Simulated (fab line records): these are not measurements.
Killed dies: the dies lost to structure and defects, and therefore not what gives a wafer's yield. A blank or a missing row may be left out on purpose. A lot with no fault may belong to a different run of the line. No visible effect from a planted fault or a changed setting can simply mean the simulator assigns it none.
What tool caused it? | flow n5-finfet | 10 lots, 30 wafers sampled, at 5 steps of a route of 1938

WHAT THE GAUGES READ, wafer by wafer
N5_WELL_APT_CD_MEAS_08: the cd target is 200 nm.
lot  | measured    | on        | cd-nm (nm)
L716 | day 1 19:42 | cd-sem-01 | 196.6 199.3 199.3
L717 | day 2 01:50 | cd-sem-02 | 200.0 199.2 199.9
L725 | day 4 02:04 | cd-sem-01 | 196.4 195.8 200.2
L726 | day 4 07:37 | cd-sem-03 | 200.1 196.1 195.2
L727 | day 4 13:41 | cd-sem-01 | 197.0 198.1 196.0
L730 | day 5 07:41 | cd-sem-02 | 195.9 200.3 199.7
L731 | day 5 13:41 | cd-sem-01 | 201.7 200.8 199.8
L732 | day 5 19:56 | cd-sem-01 | 198.8 199.6 197.6
L734 | day 6 07:41 | cd-sem-01 | 197.0 199.3 198.4
L738 | day 7 07:53 | cd-sem-03 | 199.4 200.7 198.0

N5_WELL_APT_OVL_MEAS_26.
lot  | measured    | on         | PWELL_OVL (nm)
L716 | day 1 20:59 | overlay-02 | -2 -2 6
L717 | day 2 03:07 | overlay-01 | 0 3 5
L725 | day 4 03:32 | overlay-02 | -1 5 3
L726 | day 4 08:56 | overlay-01 | 7 8 4
L727 | day 4 14:50 | overlay-02 | 5 12 8
L730 | day 5 08:51 | overlay-02 | 3 2 -4
L731 | day 5 14:50 | overlay-02 | 2 -1 2
L732 | day 5 21:05 | overlay-02 | 1 0 -1
L734 | day 6 09:37 | overlay-02 | 0 13 2
L738 | day 7 09:09 | overlay-02 | 0 7 -1

N5_BEOL_M4_RC_MEAS_101.
lot  | measured     | on        | CJ_P           | DIBL_N (mV/V)  | DIBL_P (mV/V) | IOFF_N (nA/um) | IOFF_P (nA/um) | IOFF_P_85C (nA/um) | IOFF_P_LIN (nA/um) | ION_N (uA/um) | ION_P (uA/um) | SS_N (mV/dec)  | SS_P (mV/dec)  | VT_N (mV)   | VT_P (mV)
L716 | day 7 22:32  | prober-02 | 5.30 5.87 6.25 | 37.0 43.5 39.5 | 35 44 38      | 0.16 0.32 0.22 | 0.21 0.42 0.29 | 3.7 6.6 4.8        | 0.103 0.169 0.131  | 680 733 692   | 467 500 479   | 71.0 72.7 71.5 | 73.8 76.2 73.5 | 249 242 244 | -249 -240 -245
L717 | day 9 09:14  | prober-02 | 5.85 5.94 5.93 | 36.1 37.3 37.3 | 36 37 38      | 0.15 0.18 0.18 | 0.20 0.23 0.24 | 3.5 4.0 4.2        | 0.095 0.106 0.111  | 674 681 689   | 469 471 474   | 70.7 71.8 71.7 | 72.6 74.1 73.8 | 250 247 246 | -248 -250 -248
L725 | day 10 22:13 | prober-02 | 5.89 5.70 5.72 | 36.4 37.7 36.7 | 37 38 36      | 0.16 0.19 0.15 | 0.22 0.23 0.19 | 3.8 3.9 3.4        | 0.109 0.108 0.096  | 677 709 672   | 468 480 457   | 71.0 71.3 71.5 | 74.2 73.8 73.1 | 247 243 251 | -248 -249 -252
L726 | day 11 11:20 | prober-01 | 1.00 1.01 1.01 | 36.4 35.7 35.9 | 51 46 42      | 0.17 0.15 0.18 | 1.40 0.72 0.48 | 18.1 10.3 7.3      | 0.249 0.182 0.167  | 683 678 695   | 486 485 496   | 71.5 71.1 71.2 | 85.4 79.9 75.3 | 248 249 246 | -238 -241 -243
L727 | day 11 09:40 | prober-02 | 0.99 0.99 0.99 | 35.0 33.4 32.7 | 36 43 43      | 0.17 0.15 0.13 | 0.24 0.55 0.56 | 4.0 7.9 8.1        | 0.114 0.155 0.152  | 704 691 668   | 486 484 473   | 71.3 70.3 70.5 | 73.8 78.2 79.9 | 246 246 249 | -245 -243 -247
L730 | day 12 11:10 | prober-01 | 5.50 5.74 5.72 | 34.2 35.1 39.3 | 34 34 39      | 0.13 0.13 0.24 | 0.17 0.17 0.25 | 3.0 3.1 4.2        | 0.086 0.088 0.114  | 651 663 680   | 447 452 458   | 71.6 70.4 72.6 | 73.1 72.6 73.8 | 251 252 247 | -252 -252 -247
L731 | day 12 02:02 | prober-01 | 5.45 6.08 6.08 | 36.6 40.7 37.0 | 38 43 40      | 0.16 0.25 0.16 | 0.19 0.26 0.21 | 3.4 4.3 3.6        | 0.091 0.109 0.095  | 692 694 668   | 463 461 454   | 71.7 72.5 70.8 | 73.7 74.8 73.7 | 248 247 254 | -253 -250 -254
L732 | day 12 21:01 | prober-01 | 5.22 5.78 5.56 | 40.7 42.5 36.0 | 40 44 35      | 0.20 0.25 0.13 | 0.23 0.31 0.17 | 4.0 5.0 3.1        | 0.103 0.124 0.085  | 690 694 677   | 462 476 467   | 72.2 72.7 70.9 | 73.8 75.2 72.6 | 249 246 253 | -250 -247 -253
L734 | day 13 05:12 | prober-02 | 5.66 5.73 5.27 | 36.9 37.6 37.0 | 38 37 36      | 0.17 0.17 0.17 | 0.24 0.24 0.22 | 4.2 4.0 3.9        | 0.113 0.108 0.104  | 689 675 676   | 475 466 454   | 71.3 72.1 71.6 | 74.3 74.6 74.0 | 247 249 248 | -247 -248 -247
L738 | day 14 07:26 | prober-01 | 5.10 6.03 5.75 | 28.6 32.5 32.1 | 29 32 33      | 0.06 0.11 0.11 | 0.09 0.12 0.13 | 1.9 2.3 2.4        | 0.053 0.064 0.067  | 633 658 677   | 435 440 462   | 70.3 71.0 70.6 | 70.7 71.9 71.7 | 264 256 253 | -265 -259 -259

TOOL THAT RAN EACH LOT (tool first, then ch and the chambers of the sampled wafers, then the start)
lot  | N5_ZERO_LAYER_ETCH_17             | N5_WELL_APT_IMPLANT_15
L716 | rie-diel-02 ch 0,3, day 1 18:52   | implanter-01 ch 0, day 1 20:04
L717 | rie-diel-03 ch 0,3, day 2 01:00   | implanter-01 ch 0, day 2 02:26
L725 | rie-diel-05 ch 0,2,3, day 4 01:05 | implanter-02 ch 0, day 4 02:37
L726 | rie-diel-05 ch 1,2,3, day 4 06:46 | implanter-01, day 4 08:10
L727 | rie-diel-03 ch 0,2,3, day 4 12:50 | implanter-01, day 4 14:07
L730 | rie-diel-05 ch 0,2,3, day 5 06:43 | implanter-01 ch 0, day 5 08:03
L731 | rie-diel-02 ch 0,2, day 5 12:50   | implanter-01 ch 0, day 5 14:05
L732 | rie-diel-03 ch 1,2,3, day 5 18:43 | implanter-02 ch 0, day 5 20:22
L734 | rie-diel-05 ch 1,2, day 6 06:43   | implanter-01 ch 0, day 6 08:52
L738 | rie-diel-03 ch 0,1, day 7 06:50   | implanter-01 ch 0, day 7 08:21
- N5_ZERO_LAYER_ETCH_17: etches SiO2 in CF4, target depth 12 nm, time 13.3 s.
- N5_WELL_APT_IMPLANT_15

AS READ BY THE TOOLS THEMSELVES (means over the sampled wafers that have a number; for cases with no such wafer, the mark the record gives instead)
N5_ZERO_LAYER_ETCH_17.
lot  | tool        | drypump-motor-current-A (A) | oes-product-au (a.u.) | rf-vpp-V (V) | showerhead-plenum-p-Torr (Torr) | throttle-valve-pct (%)
L716 | rie-diel-02 | 5.9                         | 0.72                  | 953          | 2.22                            | 15.63
L717 | rie-diel-03 | 5.2                         | 0.75                  | 952          | 2.20                            | 15.78
L725 | rie-diel-05 | 6.4                         | 0.76                  | 949          | 2.15                            | 15.55
L726 | rie-diel-05 | 5.9                         | 0.73                  | 951          | 2.19                            | 15.71
L727 | rie-diel-03 | 5.6                         | 0.71                  | 951          | 2.19                            | 15.94
L730 | rie-diel-05 | 6.4                         | 0.75                  | 949          | 2.15                            | 15.58
L731 | rie-diel-02 | 5.4                         | 0.71                  | 949          | 2.15                            | 15.71
L732 | rie-diel-03 | 5.4                         | 0.74                  | 952          | 2.20                            | 15.91
L734 | rie-diel-05 | 6.2                         | 0.74                  | 951          | 2.15                            | 15.62
L738 | rie-diel-03 | 5.5                         | 0.86                  | 947          | 2.13                            | 15.88

N5_WELL_APT_IMPLANT_15.
lot  | tool         | beam-energy-keV | beam-on-s (s)
L716 | implanter-01 | 25.006          | 9.92
L717 | implanter-01 | 24.995          | 10.08
L725 | implanter-02 | 24.999          | 9.98
L726 | implanter-01 | -               | -
L727 | implanter-01 | -               | -
L730 | implanter-01 | 24.995          | 9.92
L731 | implanter-01 | 25.006          | 9.96
L732 | implanter-02 | 24.984          | 9.93
L734 | implanter-01 | 25.000          | 10.16
L738 | implanter-01 | 24.985          | 10.16

THE ANSWER, worked out from the rows above alone
Rule: what is usual is taken from the lots themselves. Put in order of their means at a reading, lots are off if they are a third of the lots or fewer, leave a main group of 4 or more, and stand apart from it by a gap of 3 or more times the standard deviation of the main group's means; of several such gaps the widest counts. A main group is skipped when, at the precision printed for the reading in the tables above, its means are all equal. A lot without any number at a reading at which 4 lots or more have one is off too. Any other lot the step has rows for is counted as sound. Order of review: gauges by route order, followed by the tools' own readings, for which a lot's mean as printed above is used. The first step at which some lot is off is used, and at that step the reading that is off furthest; a lot without a number counts as furthest.
Off: L726, L727, at N5_BEOL_M4_RC_MEAS_101 (CJ_P). Main group: mean 5.71, sd 0.14.
If a tool, at a process step before that reading, ran all the lots that are off and no sound lot after the first of them, it fits. The gauges at N5_BEOL_M4_RC_MEAS_101 aren't tried: what is off there is off at N5_WELL_APT_IMPLANT_15 too, on other tools, and a gauge's error can't cause that. No candidate that was tried fits.

WHAT THE SIMULATOR HAD PUT IN
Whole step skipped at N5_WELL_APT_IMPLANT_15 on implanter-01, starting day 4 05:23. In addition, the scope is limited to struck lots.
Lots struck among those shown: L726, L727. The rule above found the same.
